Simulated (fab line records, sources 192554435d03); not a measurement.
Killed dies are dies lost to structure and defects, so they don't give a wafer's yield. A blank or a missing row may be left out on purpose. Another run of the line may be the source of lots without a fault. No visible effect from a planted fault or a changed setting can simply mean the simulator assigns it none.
Chamber matching    flow n5_finfet    N5_BEOL_M7_ALD_77 on ald_metal-01: 4 sister chambers
The step deposits TaN, target thk 2 nm, pulse time 2 s, purge time 3 s. 8 wafers are shown with their chamber, then 10 later ones without.

## WAFERS WITH THEIR CHAMBER
wafer   chamber  heater_power_w (W)  chamber_pressure_Torr (Torr)
L080.6  0        395                 3.005
L088.3  3        394                 2.984
L088.5  0        392                 3.001
L087.1  2        487                 2.997
L087.5  1        560                 2.994
L087.6  3        398                 3.013
L093.2  2        468                 3.006
L093.3  1        549                 2.992

## WAFERS WITHOUT THEIR CHAMBER
wafer   heater_power_w (W)  chamber_pressure_Torr (Torr)
L093.5  393                 2.997
L090.4  402                 3.002
L090.5  405                 2.992
L090.6  391                 3.009
L095.1  392                 2.988
L095.3  397                 3.010
L095.5  471                 2.999
L097.1  457                 3.003
L097.3  549                 2.996
L097.5  481                 2.994

## THE CHAMBER EACH PASSED THROUGH
wafer   from the rows above      in truth
L093.5  can't be placed: 3 or 0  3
L090.4  can't be placed: 3 or 0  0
L090.5  can't be placed: 3 or 0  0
L090.6  can't be placed: 0 or 3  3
L095.1  can't be placed: 3 or 0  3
L095.3  can't be placed: 0 or 3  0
L095.5  2                        2
L097.1  2                        2
L097.3  1                        1
L097.5  2                        2
Placed correctly: 4 of 10. Not placeable from these rows: 6 (in 6, the candidates include the true chamber). Number placed wrongly: 0.
How it was worked out, from the rows above alone: a wafer's distance from a chamber is the root of the sum, over the readings, of the square of ((its reading less the chamber's mean) divided by the reading's scatter). If the next closest chamber is less than 2 further off than the closest, the wafer can't be placed; otherwise it belongs to the closest. Each chamber's mean is taken over the wafers shown for it. The scatter is the square root of a quotient: the sum, over the shown wafers, of each reading's squared deviation from its chamber's mean, divided by wafers minus chambers.
